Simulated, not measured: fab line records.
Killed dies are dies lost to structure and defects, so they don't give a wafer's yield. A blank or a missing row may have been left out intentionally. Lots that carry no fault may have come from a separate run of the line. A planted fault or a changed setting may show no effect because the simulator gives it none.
Struck lot and sound lot, side by side -- flow nand harc -- 17 steps out of a route of 1302
Sound: these wafers, L433.2, L433.4, L433.5. Struck: wafer L446.3. (L446.1, L446.6 of the same lot were not struck and are left out.) The cause comes at the end.
At each step with rows: each side's tool, then ch and its chambers, then its first start. Under that, the readings that differ: sound wafers -- struck wafers -- difference of the means -- sigmas: that difference in standard deviations of wafers without a fault.
alike: readings with means less than 2 such deviations apart, plus words and numbers identical on both sides. not compared: withheld readings, readings lacking a value on some wafer, bounds such as >300 that could conceal the same value, and numbers that have no deviation in the record and whose values overlap.
The two part at a step that has a row with sigmas, a row that says differs or no value, or rows on one side only. Numbers that don't overlap but have no deviation are shown without sigmas and don't part them. A reading missing from all wafers of one side parts the sides only when that side holds two or more wafers.

NHARC_A_M1_INSPECT_11:
  sound on defect inspect-01, day 23 08:02; struck on defect inspect-02, day 28 23:56
  alike: raw defect count
NHARC_A_M1_DESCUM_14: chemistry O2, time 3 s.
  sound on rie diel-02 ch 1,2,3, day 23 08:08; struck on rie diel-12 ch 3, day 29 00:00
reading,sound,struck,difference,sigmas
oes product au (a.u.),1.012 1.001 1.020,0.978,-0.033,-3
  alike: drypump motor current A, rf vpp V, showerhead plenum p Torr, throttle valve pct
  not compared: rf hours counter h
NHARC_A_M1_ETCH_35: etches the open film in N2/H2, target depth 40 nm, overetch 12 nm, time 43.94 s.
  sound on rie diel-02 ch 0,1, day 23 08:13; struck on rie diel-12 ch 1, day 29 00:05
reading,sound,struck,difference,sigmas
oes product au (a.u.),0.957 0.982 0.974,1.007,+0.036,+3
  alike: drypump motor current A, n2 flow sccm, rf vpp V, showerhead plenum p Torr, throttle valve pct
  not compared: rf hours counter h
then, 1 step without rows for these wafers: NHARC_A_M1_ETCH_15 (etches the open film in C4F8/Ar, target depth 182.5 nm, time 91.2 s).
NHARC_A_M1_CD_MEAS_16:
  sound on cd sem-01, day 23 08:26; struck on cd sem-02, day 29 00:17
  alike: cd nm
NHARC_A_M1_STRIP_18: strips in N2/H2.
  sound on rie diel-02 ch 1,2,3, day 23 08:33; struck on rie diel-02 ch 1, day 29 00:22
  alike: drypump motor current A, n2 flow sccm, oes product au, rf vpp V, showerhead plenum p Torr, throttle valve pct
  not compared: rf hours counter h
NHARC_A_M1_ETCH_28: etches the open film in CF4/N2, target depth 30 nm, time 72.99 s.
  sound on rie diel-02 ch 0,1,2; struck on rie diel-02 ch 1
  alike: drypump motor current A, n2 flow sccm, oes product au, rf vpp V, showerhead plenum p Torr, throttle valve pct
  not compared: rf hours counter h
then, 1 step without rows for these wafers: NHARC_A_M1_STRIP_19 (strips in post etch residue remover, time 600 s).
NHARC_A_M1_DEGAS_29: time 60 s.
  sound on pvd sputter-01, day 23 09:09; struck on pvd sputter-01, day 29 01:00
  alike: heater power w
then, 3 steps without rows for these wafers: NHARC_A_M1_PRE_CLEAN_30 (time 30 s); NHARC_A_M1_PVD_20 (deposits TaN, target thk 5 nm, time 8.06 s); NHARC_A_M1_PVD_21 (deposits Cu, target thk 30 nm, time 20.49 s).
NHARC_A_M1_ECD_22: material Cu, target thk 400 nm.
  sound on ecd cu-02 ch 0,1, day 23 09:31; struck on ecd cu-01 ch 0,1, day 29 01:25
then, 1 step without rows for these wafers: NHARC_A_M1_ANNEAL_31 (time 90 s).
NHARC_A_M1_CMP_23: polishes, t overpolish 20 s, target thk 154.34 nm.
  sound on cmp-03 ch 0,1,3, day 23 10:16; struck on cmp-03 ch 3, day 29 02:07
reading,sound,struck,difference,sigmas
time to endpoint s (s),34 32 30,63,+31,+9
  alike: motor current A, slurry flow ml min
NHARC_A_M1_THK_MEAS_24: measures by xrf.
  sound on film metro-01, day 23 10:33; struck on film metro-01, day 29 02:24
  alike: thk nm
then, 1 step without rows for these wafers: NHARC_END_SORT_01.

== WHERE THEY PART ==
First at NHARC_A_M1_DESCUM_14; last, within this record, at NHARC_A_M1_CMP_23. Later steps at which nothing parts them and some readings are alike: NHARC_A_M1_THK_MEAS_24.

WHY: the cause the simulator had injected
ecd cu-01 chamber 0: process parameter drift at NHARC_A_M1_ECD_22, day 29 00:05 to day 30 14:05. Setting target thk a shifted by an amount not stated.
